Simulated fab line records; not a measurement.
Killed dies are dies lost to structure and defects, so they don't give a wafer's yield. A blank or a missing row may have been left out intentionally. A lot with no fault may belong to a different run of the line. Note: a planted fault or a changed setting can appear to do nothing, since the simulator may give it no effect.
fab line records	flow n5_finfet
record: lots: 5	wafers: 14	last_day: 17
route steps=1938 shown BEOL_M10@1524 BEOL_M11@1536 PASSIVATION@1936
lots that met no fault: from a run of the same line without faults
start_h: the number of hours between the record's first day and the start of the first shown wafer of the lot	wait_h: hours elapsed since this lot's preceding step	" same as the row above	L1.1+2: a single row standing in for several wafers	- value missing, or start not given	* or withheld: withheld	< > ~ a bound
route shown NAME@n: NAME is a module with steps in the file, n the number in the route of the first one	usual: the fault-free wafers' mean and standard deviation	same: alike in all rows	chamber/n: place in a boat	sites: the reading at each site	_std_site: the values' standard deviation	_edge_site: outer sites' mean less inner sites'	radius_mm: how far each site lies from the wafer's centre	mask NAME#n: copy n	behind: tool/chamber where the wafer was last shaped	hold: the reason the lot was held/the length of the hold in hours/how it ended	device: names the non-switching transistor (n, p or np)	end of line: the same wafers' tests at the end of the route	step lacking rows: just its recipe	killed: dies lost to structure and defects at the first sort, not the wafer's yield	map: shows each die of a wafer: x if killed, . if not, _ if none is there
set.NAME: the setting the step ran with; set.NAME@STEP: the setting that earlier step ran with	model.NAME: the simulator's own value behind a step, which no gauge read
certain route steps with their lots: each step a table, each wafer a row
services: the hour from which a tool's chamber was out of use, counted from the record's first day as start_h (under 0 if before that day), plus the number of hours and why
== steps ==
step: N5_BEOL_M10_ALD_74
recipe: material: TaN	target_thk_a: 20	temp_c: 275	ald_precursor_family: PDMAT	ald_co_reactant: NH3	pressure_torr: 3	carrier_flow_sccm: 1500	pulse_time_s: 2	purge_time_s: 3	co_reactant_purge_time_s: 2	co_reactant_pulse_time_s: 3	ald_cycles: 40	precursor_vessel_temp_c: 75	precursor_vessel_pressure_torr: 26.25	precursor_vessel_carrier_sccm: 1000
step: N5_BEOL_M10_SURFACE_TREAT_76
recipe: gas: Ar	time_s: *	ion_energy_ev: *	ion_current_ma_cm2: 0.5	pressure_mtorr: *	ar_flow_sccm: 30
usual: pressure_mtorr: *	throttle_valve_pct: *
lot.wafer	tool	chamber	start_h	wait_h	pressure_mtorr	throttle_valve_pct
L359.2	pvd_sputter-01	-	220.88	0.2	*	*
L359.3	"	-	"	"	*	*
L359.6	"	-	"	"	*	*
L360.1	pvd_sputter-03	-	224.40	0.2	*	*
L360.4	"	-	"	"	*	*
L360.5	"	-	"	"	*	*
L376.2	pvd_sputter-01	-	321.30	0.2	*	*
L376.5	"	-	"	"	*	*
L380.1	pvd_sputter-01	-	350.56	0.2	*	*
L380.3	"	-	"	"	*	*
L380.6	"	-	"	"	*	*
L381.3	pvd_sputter-01	-	351.18	0.4	*	*
L381.4	"	-	"	"	*	*
L381.6	"	-	"	"	*	*
step: N5_BEOL_M10_CVD_75
recipe: material: Co	target_thk_a: 20	temp_c: withheld	precursor: CCTBA/H2	pressure_torr: 30	time_s: 138.9
step: N5_BEOL_M10_SPUTTER_48
recipe: material: Cu	target_thk_a: 120	temp_c: -20	bias_v: 60	power_w: 26000	chamber_pressure_pa: 0.13	time_s: 2
step: N5_BEOL_M10_ECD_50
recipe: material: Cu	target_thk_a: 3180
step: N5_BEOL_M10_ANNEAL_51
recipe: temp_c: 225	time_s: 90	ambient: N2
step: N5_BEOL_M10_CMP_52
recipe: stop_on: SiCOH_lowk	t_overpolish_s: 7	down_force_psi: 1	platen_rpm: 50	clearing_platen_down_force_psi: 1.5	clearing_platen_rpm: 50	post_cmp_clean: cu_alkaline	target_thk_nm: 140	clearing_platen_pad_velocity_m_s: 0.99484	pad_velocity_m_s: 0.99484
step: N5_BEOL_M10_THK_MEAS_53
recipe: thk_meas_gauge: xrf	reads: Cu_of_BEOL_M10_ECD_50
usual: M10_THK: 143.3/2.6
lot.wafer	tool	chamber	start_h	wait_h	M10_THK[nm]
L359.2	film_metro-01	-	221.90	-	145.3
L359.3	"	-	"	"	144.6
L359.6	"	-	"	"	145.3
L360.1	film_metro-01	-	225.48	-	142.6
L360.4	"	-	"	"	140.6
L360.5	"	-	"	"	145.4
L376.2	film_metro-02	-	322.50	-	141.5
L376.5	"	-	"	"	142.7
L380.1	film_metro-02	-	352.67	-	144.4
L380.3	"	-	"	"	140.0
L380.6	"	-	"	"	142.3
L381.3	film_metro-02	-	353.44	-	140.8
L381.4	"	-	"	"	137.1
L381.6	"	-	"	"	141.1
step: N5_BEOL_M10_PRE_CLEAN_55
recipe: gas: NH3	time_s: 15	temp_c: withheld	rf_power_w: 300
step: N5_BEOL_M10_DEP_56
recipe: material: SiCN	target_thk_a: 150	temp_c: withheld	precursor: 3MS/NH3	pressure_torr: 3	rf_w: 202	time_s: 26.5
step: N5_BEOL_M10_RS_MEAS_57
recipe: thk_meas_gauge: four-point-probe	reads: Cu_of_BEOL_M10_ECD_50+Co_of_BEOL_M10_CVD_75+TaN_of_BEOL_M10_ALD_74
usual: M10_RS: 0.1502/0.0028
lot.wafer	tool	chamber	start_h	wait_h	M10_RS[ohm/sq]
L359.2	film_metro-02	-	222.07	0.1	0.1484
L359.3	"	-	"	"	0.1490
L359.6	"	-	"	"	0.1477
L360.1	film_metro-02	-	225.65	0.1	0.1507
L360.4	"	-	"	"	0.1528
L360.5	"	-	"	"	0.1480
L376.2	film_metro-02	-	322.64	0.1	0.1513
L376.5	"	-	"	"	0.1508
L380.1	film_metro-01	-	352.81	0.1	0.1489
L380.3	"	-	"	"	0.1547
L380.6	"	-	"	"	0.1502
L381.3	film_metro-02	-	353.58	0.1	0.1508
L381.4	"	-	"	"	0.1551
L381.6	"	-	"	"	0.1508
step: N5_BEOL_M10_INSPECT_58
recipe: inspect_instrument: darkfield	mode: post_dep
usual: raw_defect_count: 64/20
lot.wafer	tool	chamber	start_h	wait_h	raw_defect_count
L359.2	defect_inspect-02	-	222.10	0.0	51
L359.3	"	-	"	"	108
L359.6	"	-	"	"	73
L360.1	defect_inspect-02	-	225.68	0.0	41
L360.4	"	-	"	"	33
L360.5	"	-	"	"	64
L376.2	defect_inspect-01	-	322.67	0.0	68
L376.5	"	-	"	"	48
L380.1	defect_inspect-01	-	352.83	0.0	69
L380.3	"	-	"	"	59
L380.6	"	-	"	"	104
L381.3	defect_inspect-02	-	353.60	0.0	78
L381.4	"	-	"	"	60
L381.6	"	-	"	"	63
step: N5_BEOL_M11_ILD_DEP_00
recipe: material: SiCOH_lowk	target_thk_a: 3085.1	temp_c: 300	precursor: DEMS/porogen	pressure_torr: 5	rf_w: 500	time_s: 58
usual: chamber_pressure_Torr: 4.999/0.011	heater_power_w: 356/38	showerhead_plenum_p_Torr: 5.741/0.013	throttle_valve_pct: 13.7/0.55
lot.wafer	tool	chamber	start_h	wait_h	chamber_pressure_Torr	heater_power_w	showerhead_plenum_p_Torr	throttle_valve_pct	model.SiCOH_lowk_of_BEOL_M11_ILD_DEP_00.thk_nm
L359.2	pecvd-01	0	222.13	0.0	4.998	379	5.740	13.6	307.4
L359.3	"	1	"	"	5.000	381	5.722	13.7	303.2
L359.6	"	1	"	"	4.974	382	5.730	13.9	306.2
L360.1	pecvd-02	2	225.72	0.0	5.001	422	5.756	14.3	312.2
L360.4	"	0	"	"	4.990	356	5.752	13.4	313.4
L360.5	"	1	"	"	5.001	328	5.734	13.5	309.4
L376.2	pecvd-01	1	322.70	0.0	4.987	376	5.733	13.9	283.4
L376.5	"	0	"	"	5.015	380	5.727	13.6	313.6
L380.1	pecvd-02	2	352.87	0.0	5.001	399	5.732	14.5	305.8
L380.3	"	1	"	"	4.990	328	5.725	13.6	308.4
L380.6	"	1	"	"	5.004	345	5.715	13.4	313.2
L381.3	pecvd-02	0	353.64	0.0	5.005	372	5.752	13.3	305
L381.4	"	1	"	"	5.000	323	5.723	13.6	311
L381.6	"	2	"	"	4.993	332	5.746	14.6	309.2
step: N5_BEOL_M11_CURE_71
recipe: temp_c: 385	time_s: 240	ambient: He/Ar	material: SiCOH_lowk
usual: lamp_power_pct: 52.32/0.053	wafer_temp_C_max: 386.9/0.64
lot.wafer	tool	chamber	start_h	wait_h	lamp_power_pct	wafer_temp_C_max
L359.2	uv_cure-03	0	222.29	0.1	52.36	386.3
L359.3	"	0	"	"	52.30	386.5
L359.6	"	0	"	"	52.29	386.6
L360.1	uv_cure-03	0	225.79	0.0	52.30	386.6
L360.4	"	0	"	"	52.41	386.7
L360.5	"	0	"	"	52.25	386.0
L376.2	uv_cure-02	2	322.86	0.1	52.27	387.2
L376.5	"	2	"	"	52.32	387.3
L380.1	uv_cure-02	0	352.95	0.0	52.32	387.2
L380.3	"	0	"	"	52.20	387.1
L380.6	"	0	"	"	52.35	387.4
L381.3	uv_cure-02	2	353.88	0.2	52.35	387.4
L381.4	"	2	"	"	52.34	387.4
L381.6	"	2	"	"	52.30	387.3
step: N5_BEOL_M11_THK_MEAS_01
recipe: reads: SiCOH_lowk_of_BEOL_M11_ILD_DEP_00
usual: M11_ILD_THK: 268/3.1
lot.wafer	tool	chamber	start_h	wait_h	M11_ILD_THK[nm]
L359.2	film_metro-02	-	222.73	0.4	267
L359.3	"	-	"	"	263
L359.6	"	-	"	"	266
L360.1	film_metro-01	-	226.31	0.4	272
L360.4	"	-	"	"	272
L360.5	"	-	"	"	268
L376.2	film_metro-01	-	323.29	0.4	246
L376.5	"	-	"	"	273
L380.1	film_metro-02	-	353.46	0.4	266
L380.3	"	-	"	"	268
L380.6	"	-	"	"	272
L381.3	film_metro-02	-	354.23	0.3	265
L381.4	"	-	"	"	270
L381.6	"	-	"	"	269
step: N5_BEOL_M11_PECVD_70
recipe: material: SiO2	target_thk_a: 200	temp_c: 400	precursor: TEOS/O2	pressure_torr: 5.5	rf_w: 450	teos_flow_sccm: 53.8	gas: O2	flow_sccm: 3000	time_s: 22.7
step: N5_BEOL_M11_HM_DEP_02
recipe: material: TiN	target_thk_a: 200	temp_c: 25	chamber_pressure_pa: 0.49996
usual: throttle_valve_pct: 30.1/0.39
lot.wafer	tool	chamber	start_h	wait_h	throttle_valve_pct
L359.2	pvd_sputter-03	-	222.82	0.0	29.6
L359.3	"	-	"	"	30.0
L359.6	"	-	"	"	29.8
L360.1	pvd_sputter-02	-	226.67	0.3	30.1
L360.4	"	-	"	"	30.3
L360.5	"	-	"	"	30.1
L376.2	pvd_sputter-03	-	325.37	2.0	30.5
L376.5	"	-	"	"	30.5
L380.1	pvd_sputter-02	-	354.15	0.6	30.5
L380.3	"	-	"	"	30.1
L380.6	"	-	"	"	30.0
L381.3	pvd_sputter-03	-	355.17	0.9	30.0
L381.4	"	-	"	"	30.0
L381.6	"	-	"	"	30.6
step: N5_BEOL_M11_COAT_59
recipe: resist: SOC	temp_c: 250	time_s: 60	spin_rpm: 1500	resist_thk_nm: 100
step: N5_BEOL_M11_COAT_60
recipe: resist: SiARC	temp_c: 220	time_s: 60	spin_rpm: 1500	resist_thk_nm: 30
step: N5_BEOL_M11_COAT_05
recipe: resist: CAR-ArF	spin_rpm: 1500	resist_thk_nm: 90
step: N5_BEOL_M11_EBR_07
recipe: solvent: PGMEA	ebr_width_mm: 1.5
step: N5_BEOL_M11_SOFTBAKE_06
recipe: temp_c: 110	time_s: 60	resist: CAR-ArF
step: N5_BEOL_M11_EXPOSE_08
recipe: mask_id: M11	na: 1.35	source_shape: dipole	sigma_inner: 0.411	sigma_outer: 0.611	polarization: te	dose_mj: 53.75
step: N5_BEOL_M11_PEB_09
recipe: peb_temp_c: withheld	peb_time_s: 60	resist: CAR-ArF
step: N5_BEOL_M11_DEVELOP_10
recipe: develop_time_s: 30	developer: TMAH	resist: CAR-ArF	rinse_liquid: diw	dry: air_spin	dev_temp_c: 23
step: N5_BEOL_M11_CD_MEAS_11
recipe: target_cd_nm: 64.1	landing_energy_ev: 500	detector: se_inlens	polarity: opening
usual: cd_nm: 64.0/0.45
lot.wafer	tool	chamber	start_h	wait_h	cd_nm
L359.2	cd_sem-03	0	223.20	-	63.4
L359.3	"	0	"	"	64.1
L359.6	"	0	"	"	64.3
L360.1	cd_sem-03	0	227.17	-	63.5
L360.4	"	0	"	"	63.2
L360.5	"	0	"	"	64.0
L376.2	cd_sem-03	0	325.88	-	64.1
L376.5	"	0	"	"	63.7
L380.1	cd_sem-03	0	354.65	-	64.0
L380.3	"	0	"	"	63.6
L380.6	"	0	"	"	63.7
L381.3	cd_sem-02	0	355.67	-	64.4
L381.4	"	0	"	"	64.2
L381.6	"	0	"	"	64.5
step: N5_BEOL_M11_OVL_MEAS_12
recipe: points_per_wafer: 44
usual: M11_OVL: 0.6/0.94
same: points_per_wafer: 44
lot.wafer	tool	chamber	start_h	wait_h	M11_OVL[nm]
L359.2	overlay-02	0	223.22	0.0	0.3
L359.3	"	0	"	"	0.6
L359.6	"	0	"	"	0.9
L360.1	overlay-01	0	227.20	0.0	1.6
L360.4	"	0	"	"	1.7
L360.5	"	0	"	"	0.8
L376.2	overlay-02	0	325.91	0.0	0.6
L376.5	"	0	"	"	-0.6
L380.1	overlay-02	0	354.68	0.0	0.0
L380.3	"	0	"	"	0.0
L380.6	"	0	"	"	0.8
L381.3	overlay-01	0	355.70	0.0	1.3
L381.4	"	0	"	"	0.8
L381.6	"	0	"	"	-1.0
step: N5_BEOL_M11_INSPECT_13
recipe: mode: adi	inspect_instrument: brightfield
usual: raw_defect_count: 363/77
lot.wafer	tool	chamber	start_h	wait_h	raw_defect_count
L359.2	defect_inspect-02	-	223.25	0.0	347
L359.3	"	-	"	"	434
L359.6	"	-	"	"	366
L360.1	defect_inspect-01	-	227.22	0.0	354
L360.4	"	-	"	"	239
L360.5	"	-	"	"	434
L376.2	defect_inspect-01	-	325.94	0.0	402
L376.5	"	-	"	"	252
L380.1	defect_inspect-01	-	354.70	0.0	349
L380.3	"	-	"	"	510
L380.6	"	-	"	"	544
L381.3	defect_inspect-01	-	355.72	0.0	364
L381.4	"	-	"	"	280
L381.6	"	-	"	"	299
step: N5_BEOL_M11_DESCUM_16
recipe: chemistry: O2	time_s: 7.9	source_power_w: 50	bias_power_w: 20	pressure_mtorr: 20	rf_frequency_hz: 2.712e+07	temp_c: 40	resist: CAR-ArF	o2_flow_sccm: 225
step: N5_BEOL_M11_ETCH_61
recipe: chemistry: CF4	target: SiARC	target_depth_a: 390	mask_material: CAR-ArF	time_s: 65	ion_energy_ev: 80	pressure_mtorr: 40	source_w: 545	bias_w: 36	Ar_flow_sccm: 100	cf4_flow_sccm: 100	ends: cleared
step: N5_BEOL_M11_ETCH_62
recipe: chemistry: N2/H2	target: SOC	target_depth_a: 1100	overetch_a: 220	mask_material: SiARC	temp_c: 40	time_s: 165	ion_energy_ev: 200	pressure_mtorr: 30	source_w: 840	bias_w: 150	n2_flow_sccm: 200	h2_flow_sccm: 200
usual: drypump_motor_current_A: 5.8/0.39	oes_product_au: 0.67/0.055	rf_vpp_V: 523.9/2	showerhead_plenum_p_Torr: 2.54/0.066	throttle_valve_pct: 17.72/0.19
lot.wafer	tool	chamber	start_h	wait_h	drypump_motor_current_A	oes_product_au	rf_hours_counter_h	rf_vpp_V	showerhead_plenum_p_Torr	throttle_valve_pct
L359.2	rie_diel-03	2	223.37	0.0	5.5	0.62	158	524.1	2.54	17.90
L359.3	"	1	"	"	6.2	0.62	165	526.1	2.65	17.87
L359.6	"	0	"	"	6.2	0.66	-	521.5	2.45	17.52
L360.1	rie_diel-03	0	227.34	0.0	6.2	0.66	137	521.6	2.45	17.52
L360.4	"	3	"	"	6.2	0.75	49	525.5	2.59	17.62
L360.5	"	2	"	"	5.5	0.63	-	523.0	2.54	17.90
L376.2	rie_diel-03	3	326.58	0.0	6.2	0.70	89	523.7	2.58	17.71
L376.5	"	0	"	"	6.2	0.64	-	521.0	2.43	17.60
L380.1	rie_diel-03	3	354.82	0.0	6.2	0.70	98	525.4	2.57	17.73
L380.3	"	2	"	"	5.5	0.60	193	523.2	2.53	17.95
L380.6	"	0	"	"	6.2	0.62	-	520.5	2.43	17.62
L381.3	rie_diel-05	2	355.84	0.0	5.0	0.70	66	524.1	2.57	17.20
L381.4	"	0	"	"	5.7	0.79	-	521.8	2.49	17.72
L381.6	"	1	"	"	6.2	0.65	-	525.2	2.54	18.15
step: N5_BEOL_M11_STRIP_68
recipe: chemistry: N2/H2	temp_c: 40	n2_flow_sccm: 200	h2_flow_sccm: 200	rf_frequency_hz: 6e+07
step: N5_BEOL_M11_STRIP_67
recipe: chemistry: CF4	resist: SiARC	power_w: 300	bias_power_w: 75	pressure_mtorr: 50	cf4_flow_sccm: 150	rf_frequency_hz: 6e+07
step: N5_BEOL_M11_HM_OPEN_17
recipe: chemistry: Cl2/BCl3	target_depth_a: 200	overetch_a: 60	target: TiN	mask_material: SOC	ion_energy_ev: 150	pressure_mtorr: 10	icp_w: 1000	bias_w: 126	Cl2_flow_sccm: 53.25	bcl3_flow_sccm: 21.75	Ar_flow_sccm: 25
step: N5_BEOL_M11_STRIP_19
recipe: chemistry: O2	power_w: 400	temp_c: 40	pressure_mtorr: 30	rf_frequency_hz: 6e+07	bias_power_w: 0	overash_fraction: 0.2	o2_flow_sccm: 225
usual: drypump_motor_current_A: 5.8/0.4	oes_product_au: 0.80/0.067	rf_vpp_V: 3.6/0.64	showerhead_plenum_p_Torr: 2.10/0.05	throttle_valve_pct: 16.59/0.21
lot.wafer	tool	chamber	start_h	wait_h	drypump_motor_current_A	oes_product_au	rf_hours_counter_h	rf_vpp_V	showerhead_plenum_p_Torr	throttle_valve_pct
L359.2	rie_diel-01	1	223.66	0.1	5.7	0.84	91	3.7	2.13	16.64
L359.3	"	3	"	"	5.1	0.97	10	3.4	2.14	16.30
L359.6	"	1	"	"	5.7	0.83	-	5.0	2.13	16.63
L360.1	rie_diel-03	0	227.74	0.2	6.2	0.78	137	4.0	2.01	16.43
L360.4	"	3	"	"	6.3	0.88	49	2.9	2.14	16.55
L360.5	"	3	"	"	6.2	0.88	-	3.2	2.14	16.56
L376.2	rie_diel-01	3	327.05	0.2	5.2	0.88	48	3.5	2.13	16.38
L376.5	"	1	"	"	5.8	0.79	-	4.1	2.11	16.71
L380.1	rie_diel-05	1	355.15	0.1	6.2	0.76	137	3.5	2.10	17.01
L380.3	"	2	"	"	5.0	0.84	66	2.7	2.13	16.16
L380.6	"	0	"	"	5.7	0.93	-	3.5	2.07	16.68
L381.3	rie_diel-05	0	356.17	0.1	5.7	0.92	17	3.0	2.07	16.67
L381.4	"	0	"	"	5.7	0.93	-	3.3	2.07	16.68
L381.6	"	1	"	"	6.2	0.76	-	4.1	2.10	17.03
step: N5_BEOL_M11_CD_MEAS_18
recipe: pitch_nm: 140	target_cd_nm: 70
usual: cd_nm: 70.0/0.48
lot.wafer	tool	chamber	start_h	wait_h	cd_nm
L359.2	cd_sem-01	-	223.74	0.1	69.8
L359.3	"	-	"	"	69.8
L359.6	"	-	"	"	70.2
L360.1	cd_sem-02	-	227.81	0.0	69.9
L360.4	"	-	"	"	69.2
L360.5	"	-	"	"	69.8
L376.2	cd_sem-02	-	327.13	0.1	69.9
L376.5	"	-	"	"	70.0
L380.1	cd_sem-03	-	355.22	0.0	69.7
L380.3	"	-	"	"	69.5
L380.6	"	-	"	"	69.4
L381.3	cd_sem-02	-	356.24	0.1	71.2
L381.4	"	-	"	"	70.6
L381.6	"	-	"	"	70.5
step: N5_BEOL_M11_COAT_63
recipe: resist: SOC	temp_c: 250	time_s: 60	spin_rpm: 1500	resist_thk_nm: 100
step: N5_BEOL_M11_COAT_64
recipe: resist: SiARC	temp_c: 220	time_s: 60	spin_rpm: 1500	resist_thk_nm: 30
step: N5_BEOL_M11_COAT_22
recipe: resist: CAR-ArF	spin_rpm: 1500	resist_thk_nm: 90
step: N5_BEOL_M11_EBR_24
recipe: solvent: PGMEA	ebr_width_mm: 1.5
step: N5_BEOL_M11_SOFTBAKE_23
recipe: temp_c: 110	time_s: 60	resist: CAR-ArF
step: N5_BEOL_M11_EXPOSE_25
recipe: mask_id: V10	na: 1.35	source_shape: annular	sigma_inner: 0.5	sigma_outer: 0.8	polarization: unpolarized	dose_mj: 85.5
step: N5_BEOL_M11_CMP_52
recipe: stop_on: SiCOH_lowk	t_overpolish_s: 7	down_force_psi: 1	platen_rpm: 50	clearing_platen_down_force_psi: 1.5	clearing_platen_rpm: 50	post_cmp_clean: cu_alkaline	target_thk_nm: 140	clearing_platen_pad_velocity_m_s: 0.99484	pad_velocity_m_s: 0.99484
usual: motor_current_A: 6.0/0.37	pad_life_wafers: 1113/540
lot.wafer	tool	chamber	start_h	wait_h	motor_current_A	pad_life_wafers	model.SiCOH_lowk_of_BEOL_M11_ILD_DEP_00.thk_nm
L359.2	cmp-04	0	227.53	0.2	5.5	120	264
L359.3	"	3	"	"	6.3	123	260.4
L359.6	"	1	"	"	6.1	-	263
L360.1	cmp-01	3	231.31	1.0	5.9	745	268.2
L360.4	"	0	"	"	6.1	746	269.2
L360.5	"	3	"	"	5.9	-	265.8
L376.2	cmp-04	0	330.33	0.3	5.7	963	242.8
L376.5	"	2	"	"	6.5	-	269.6
L380.3	cmp-04	1	360.25	0.2	6.4	1243	265
L380.1	"	2	"	"	6.6	1244	262.6
L380.6	"	0	"	"	5.8	-	269.2
L381.3	cmp-01	2	360.87	0.3	5.1	1878	261.8
L381.4	"	1	"	"	6.4	1881	267.2
L381.6	"	2	"	"	5.4	-	265.6
step: N5_PASSIVATION_PROBE_49
usual: defect_limited_yield: 91.3/1.3	killed_at_M0_to_M3: 33/8.9	killed_at_M4_up: 15/5.4	killed_at_contacts: 13/5.8	killed_at_front_end: 39/9.9	killed_at_other: 3.2/2.9	killed_dies: 102/15	killed_open: 68/12	killed_short: 34/7.6	sort_bin_5_function: 5.1/0.89	sort_bin_6_memory: 3.2/0.63	sort_n_pass: 1078/15	sort_yield_pct: 91.3/1.3
same: gross_dies: 1180	killed_at_back_side: 0	sort_bin_4_leakage[%]: 0	sort_bin_8_speed[%]: 0
lot.wafer	tool	chamber	start_h	wait_h	defect_limited_yield[%]	killed_at_M0_to_M3	killed_at_M4_up	killed_at_contacts	killed_at_front_end	killed_at_other	killed_dies	killed_open	killed_short	sort_bin_5_function[%]	sort_bin_6_memory[%]	sort_n_pass	sort_yield_pct[%]
L360.1	prober-02	-	268.56	0.0	91.5	36	17	17	30	0	100	65	35	4.6	3.6	1080	91.5
L360.4	prober-02	-	268.71	0.2	91.9	35	11	12	34	4	96	64	32	5.2	2.7	1084	91.9
L360.5	prober-02	-	268.76	0.2	91.9	19	16	21	39	0	95	67	28	4.8	3.0	1085	91.9
L380.1	prober-02	-	402.08	0.0	89.7	43	9	19	46	5	122	87	35	6.6	3.4	1058	89.7
L380.3	prober-02	-	402.18	0.1	90.7	39	7	14	48	2	110	69	41	6.2	3.0	1070	90.7
L380.6	prober-02	-	402.33	0.3	87.5	40	8	27	69	3	147	109	38	8.3	4.0	1033	87.5
killed by level:class
L360.1 MOL_CONTACT_COAG:geometric_particle:open=13 BEOL_M2:geometric_particle:open=11 BEOL_M0:geometric_particle:open=9 BEOL_M4:geometric_particle:open=6 STI_FIN_REVEAL:geometric_particle:open=4 STARTING-WAFER:geometric_particle:short=4 DUMMY_GATE:geometric_particle:short=4 MOL_CONTACT_COAG:geometric_particle:short=4
L360.4 BEOL_M0_SAQP:geometric_particle:short=10 STI_FIN_REVEAL:geometric_particle:open=9 DUMMY_GATE:geometric_particle:open=9 BEOL_M0_SAQP:geometric_particle:open=9 MOL_CONTACT_COAG:geometric_particle:open=8 BEOL_M4:geometric_particle:open=7 FIN_SAQP:geometric_particle:short=4 MOL_CONTACT_COAG:geometric_particle:short=4
L360.5 MOL_CONTACT_COAG:geometric_particle:open=16 STI_FIN_REVEAL:geometric_particle:open=10 FIN_SAQP:geometric_particle:short=8 BEOL_M4:geometric_particle:open=8 MOL_CONTACT_COAG:geometric_particle:short=5 BEOL_M1:geometric_particle:open=5 BEOL_M3:geometric_particle:open=5 FIN_SAQP:geometric_particle:open=4
L380.1 STI_FIN_REVEAL:geometric_particle:open=19 MOL_CONTACT_COAG:geometric_particle:open=17 BEOL_M0_SAQP:geometric_particle:short=13 BEOL_M1:geometric_particle:open=8 BEOL_M0_SAQP:geometric_particle:open=7 FIN_SAQP:geometric_particle:short=5 BEOL_M2:geometric_particle:open=5 FIN_SAQP:geometric_particle:open=4
L380.3 BEOL_M0_SAQP:geometric_particle:open=16 MOL_CONTACT_COAG:geometric_particle:open=11 BEOL_M0_SAQP:geometric_particle:short=11 FIN_SAQP:geometric_particle:short=10 FIN_SAQP:geometric_particle:open=8 STI_FIN_REVEAL:geometric_particle:open=7 GATE_CUT:geometric_particle:open=6 DUMMY_GATE:geometric_particle:open=5
L380.6 MOL_CONTACT_COAG:geometric_particle:open=27 FIN_SAQP:geometric_particle:open=16 FIN_SAQP:geometric_particle:short=12 BEOL_M1:geometric_particle:open=10 STI_FIN_REVEAL:geometric_particle:open=9 BEOL_M0_SAQP:geometric_particle:open=9 STARTING-WAFER:geometric_particle:open=8 DUMMY_GATE:geometric_particle:open=7
== services ==
tool	chamber	start_h	hours	kind
uv_cure-03	-	203.17	7.5	pm
cmp-04	-	213.26	4.0	pm
cmp-04	-	218.03	3.4	repair
rie_diel-01	-	232.90	2.8	pm
cmp-04	-	242.97	1.0	repair
rie_diel-03	2	248.66	32.5	repair
cmp-04	-	250.39	14.2	pm
uv_cure-03	-	252.94	1.3	repair
rie_diel-05	-	255.94	4.4	repair
uv_cure-03	-	256.09	2.8	pm
rie_diel-03	3	261.12	1.6	repair
rie_diel-05	0	261.54	-	clean
rie_diel-05	0	261.54	-	consumable_replace:focus_ring
rie_diel-05	0	261.54	20.1	scheduled_down
rie_diel-05	0	261.54	20.1	vent_cycle
rie_diel-05	-	265.35	34.4	repair
cmp-04	-	276.82	1.1	repair
cmp-01	-	326.51	0.5	repair
pecvd-01	-	330.40	2.8	pm
pvd_sputter-03	-	338.38	2.8	repair
rie_diel-03	1	349.49	7.0	repair
cmp-01	-	349.86	1.8	repair
cmp-01	-	352.65	1.2	repair
rie_diel-05	3	353.07	7.0	repair
== key ==
first_sign: step: N5_BEOL_M11_THK_MEAS_01	reading: M11_ILD_THK	direction: down	sigmas: 7.1	usual: 268	struck: 246
effect none on later readings
model_effect: step: N5_BEOL_M11_ILD_DEP_00	value: SiCOH_lowk_of_BEOL_M11_ILD_DEP_00.thk_nm	without: 310.6	struck: 283.4
model_effect: step: N5_BEOL_M11_CMP_52	value: SiCOH_lowk_of_BEOL_M11_ILD_DEP_00.thk_nm	without: 267	struck: 242.8
met_at N5_BEOL_M11_ILD_DEP_00
struck_wafers L376.2
onset_between 222.13 322.70
fault: kind: process_parameter_drift	tool: pecvd-01	chamber: -	onset_h: 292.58	steps: N5_BEOL_M11_ILD_DEP_00	channel: target_thk_a	offset: *	shape: step	end_h: 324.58	scope: struck_wafers_only	acts_in: *	stated: *
